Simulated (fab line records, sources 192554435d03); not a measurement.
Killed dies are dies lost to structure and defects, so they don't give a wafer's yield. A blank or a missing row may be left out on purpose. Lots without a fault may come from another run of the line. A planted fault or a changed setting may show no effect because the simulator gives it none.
A struck lot beside a sound one | flow n5_finfet | 27 steps out of a route of 1938
Sound: wafers L308.2, L308.4, L308.6. Struck: wafers L313.2, L313.3, L313.6. The cause comes at the end.
At each step with rows: each side's tool, then ch and its chambers, then its first start. Under that, the readings that differ: sound wafers | struck wafers | difference of the means | sigmas: that difference in standard deviations of wafers without a fault.
alike: readings whose means differ by less than 2 such deviations, and words and numbers that are the same on both sides. not compared: withheld readings, readings that some wafer has no value for, bounds like >300 that may hide the same value, and numbers for which the record gives no deviation and whose values overlap.
The two part at a step that has a row with sigmas, a row that says differs or no value, or rows on one side only. Numbers that don't overlap but have no deviation are shown without sigmas and don't part them. A reading that every wafer of one side lacks parts them only if that side has two wafers or more.

N5_BEOL_M15_OVL_MEAS_11:
  sound on overlay-02 ch 0, day 13 20:52; struck on overlay-02 ch 0, day 15 01:22
  alike: V14_OVL
N5_BEOL_M15_INSPECT_12: inspects for defects (macro).
  sound on defect_inspect-01, day 13 20:53; struck on defect_inspect-01, day 15 01:23
  alike: raw_defect_count
then, 1 step without rows for these wafers: N5_BEOL_M15_DESCUM_15 (chemistry O2, time 7.9 s).
N5_BEOL_M15_ETCH_59: etches BARC in N2/H2, target depth 89 nm, overetch 26.7 nm, time 67.9 s.
  sound on rie_diel-06 ch 1,2,3, day 13 20:58; struck on rie_diel-04 ch 2,3, day 15 01:27
  alike: drypump_motor_current_A, oes_product_au, rf_fwd_power_W, rf_vpp_V, showerhead_plenum_p_Torr, throttle_valve_pct
  not compared: rf_hours_counter_h
N5_BEOL_M15_VIA_ETCH_16: etches SiO2 in C4F8/O2/Ar, target depth 1792.2 nm.
  sound on rie_diel-06 ch 1,2,3, day 13 21:01; struck on rie_diel-04 ch 2,3, day 15 01:31
  alike: drypump_motor_current_A, oes_product_au, rf_fwd_power_W, rf_vpp_V, showerhead_plenum_p_Torr, throttle_valve_pct
N5_BEOL_M15_STRIP_63: strips in O2.
  sound on rie_diel-06 ch 1,2,3; struck on rie_diel-04 ch 2,3
  alike: drypump_motor_current_A, oes_product_au, rf_vpp_V, showerhead_plenum_p_Torr, throttle_valve_pct
  not compared: rf_hours_counter_h
then, 3 steps without rows for these wafers: N5_BEOL_M15_STRIP_64 (strips in O2); N5_BEOL_M15_STRIP_65 (strips in post etch residue remover, time 60 s); N5_BEOL_M15_SRD_66 (time 30 s, dry time 30 s).
N5_BEOL_M15_CD_MEAS_17: target cd 360 nm.
  sound on cd_sem-02, day 13 21:25; struck on cd_sem-01, day 15 01:55
  alike: cd_nm
then, 1 step without rows for these wafers: N5_BEOL_M15_COAT_56 (time 60 s, resist thk 550 nm).
N5_BEOL_M15_ETCH_57: etches SOC in N2/H2, time 750 s.
  sound on rie_diel-06 ch 0,2,3, day 13 21:34; struck on rie_diel-04 ch 0,2,3, day 15 02:02
  alike: drypump_motor_current_A, oes_product_au, rf_fwd_power_W, rf_vpp_V, showerhead_plenum_p_Torr, throttle_valve_pct
  not compared: rf_hours_counter_h
N5_BEOL_M15_COAT_60: time 60 s, resist thk 89 nm.
  sound on litho_track-03 ch 0, day 13 22:04; struck on litho_track-03 ch 0, day 15 02:32
  reading                                    | sound                | struck               | difference | sigmas
  spin_speed_rpm (rpm)                       | 1500.2 1500.2 1498.5 | 1400.9 1400.5 1399.2 | -99.4      | -99 or more
  model.BARC_of_BEOL_M15_COAT_60.thk_nm (nm) | 89.2 89.6 89.4       | 92.2 91.8 91.8       | +2.5       |
  alike: exhaust_pa
then, 7 steps without rows for these wafers: N5_BEOL_M15_COAT_22 (resist thk 800 nm); N5_BEOL_M15_EBR_24; N5_BEOL_M15_SOFTBAKE_23 (time 60 s); N5_BEOL_M15_EXPOSE_25 (exposes mask M15, target cd 400 nm); N5_BEOL_M15_PEB_26 (peb time 90 s); N5_BEOL_M15_DEVELOP_27 (develop time 45 s); N5_BEOL_M15_HARDBAKE_32 (time 120 s).
N5_BEOL_M15_CD_MEAS_28: target cd 407.6 nm.
  sound on cd_sem-03 ch 0, day 13 22:28; struck on cd_sem-03 ch 0, day 15 02:56
  alike: cd_nm
N5_BEOL_M15_OVL_MEAS_29:
  sound on overlay-01 ch 0, day 13 22:29; struck on overlay-02 ch 0, day 15 02:58
  alike: M15_OVL
N5_BEOL_M15_INSPECT_30: inspects for defects (macro).
  sound on defect_inspect-01, day 13 22:31; struck on defect_inspect-02, day 15 02:59
  reading          | sound | struck | difference | sigmas
  raw_defect_count | 4 2 5 | 1 1 0  | -3         | -2
N5_BEOL_M15_DESCUM_33: chemistry O2, time 7.9 s.
  sound on rie_diel-06 ch 1,2, day 13 22:33; struck on rie_diel-04 ch 0,3, day 15 03:02
  alike: drypump_motor_current_A, oes_product_au, rf_fwd_power_W, rf_vpp_V, showerhead_plenum_p_Torr, throttle_valve_pct
  not compared: rf_hours_counter_h
N5_BEOL_M15_ETCH_61: etches BARC in N2/H2, target depth 89 nm, overetch 26.7 nm, time 67.9 s.
  sound on rie_diel-06 ch 1,2, day 13 22:35; struck on rie_diel-04 ch 0,3, day 15 03:04
  reading                  | sound             | struck            | difference | sigmas
  model.etch.depth_nm (nm) | 89.13 89.57 89.39 | 92.18 91.79 91.88 | +2.59      |
  alike: drypump_motor_current_A, oes_product_au, rf_fwd_power_W, rf_vpp_V, showerhead_plenum_p_Torr, throttle_valve_pct
  not compared: rf_hours_counter_h
then, 1 step without rows for these wafers: N5_BEOL_M15_TRENCH_ETCH_34 (etches SiO2 in C4F8/O2/Ar, target depth 872.93 nm, time 199 s).
N5_PASSIVATION_PROBE_49:
  sound on prober-02, day 14 21:26; struck on prober-02, day 15 20:20
  alike: defect_limited_yield, killed_at_M0_to_M3, killed_at_M4_up, killed_at_contacts, killed_at_front_end, killed_at_other, killed_dies, killed_open, killed_short, sort_bin_5_function, sort_bin_6_memory, sort_n_pass, sort_yield_pct

WHERE THEY PART
First at N5_BEOL_M15_COAT_60; last, within this record, at N5_BEOL_M15_INSPECT_30. Later steps at which nothing parts them and some readings are alike: N5_BEOL_M15_DESCUM_33, N5_BEOL_M15_ETCH_61, N5_PASSIVATION_PROBE_49.

WHY: what the simulator had put in
Process parameter drift: litho_track-03, from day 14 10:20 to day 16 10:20, at N5_BEOL_M15_COAT_60. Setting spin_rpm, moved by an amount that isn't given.
